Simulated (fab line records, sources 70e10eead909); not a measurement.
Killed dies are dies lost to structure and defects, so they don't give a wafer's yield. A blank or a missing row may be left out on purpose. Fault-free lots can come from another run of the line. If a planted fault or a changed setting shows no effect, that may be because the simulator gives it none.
Matching of chambers    flow nand-harc    rie-diel-01 running NHARC_A_STAIRCASE_TRIM_12: 4 sister chambers
The step chemistry O2, time 211.2 s. 8 wafers are shown with their chamber, then 11 later ones without.

== WAFERS, EACH WITH ITS CHAMBER ==
wafer   chamber  drypump-motor-current-A (A)  showerhead-plenum-p-Torr (Torr)
L085.3  3        5.3                          3.34
L086.2  0        5.7                          3.45
L086.6  0        5.7                          3.45
L089.6  2        5.9                          3.32
L091.2  1        4.8                          3.59
L091.3  3        5.2                          3.33
L091.4  2        5.9                          3.32
L092.1  1        4.8                          3.59

== WAFERS WITHOUT THEIR CHAMBER ==
wafer   drypump-motor-current-A (A)  showerhead-plenum-p-Torr (Torr)
L092.2  5.7                          3.44
L092.5  5.7                          3.44
L093.2  5.7                          3.44
L093.3  4.8                          3.58
L093.4  5.9                          3.32
L094.2  4.8                          3.58
L094.4  5.7                          3.44
L094.5  4.8                          3.58
L097.1  4.8                          3.58
L097.2  5.3                          3.32
L097.5  5.7                          3.43

== EACH ONE'S CHAMBER ==
wafer   from the rows above  in truth
L092.2  0                    0
L092.5  0                    0
L093.2  0                    0
L093.3  1                    1
L093.4  2                    2
L094.2  1                    1
L094.4  0                    0
L094.5  1                    1
L097.1  1                    1
L097.2  3                    3
L097.5  0                    0
Correct placement for 11 of the 11. Not placeable from these rows: 0. Placed wrongly: 0.
How it was worked out, from the rows above alone: a wafer's distance from a chamber is the root of the sum, over the readings, of the square of ((its reading less the chamber's mean) divided by the reading's scatter). The wafer belongs to the nearest chamber; if the next one is less than 2 further off, it can't be placed. Each chamber's mean is taken over the wafers shown for it. The scatter: take each reading less its chamber's mean, square it, sum over the shown wafers, divide by the number of wafers less the number of chambers, and take the root.
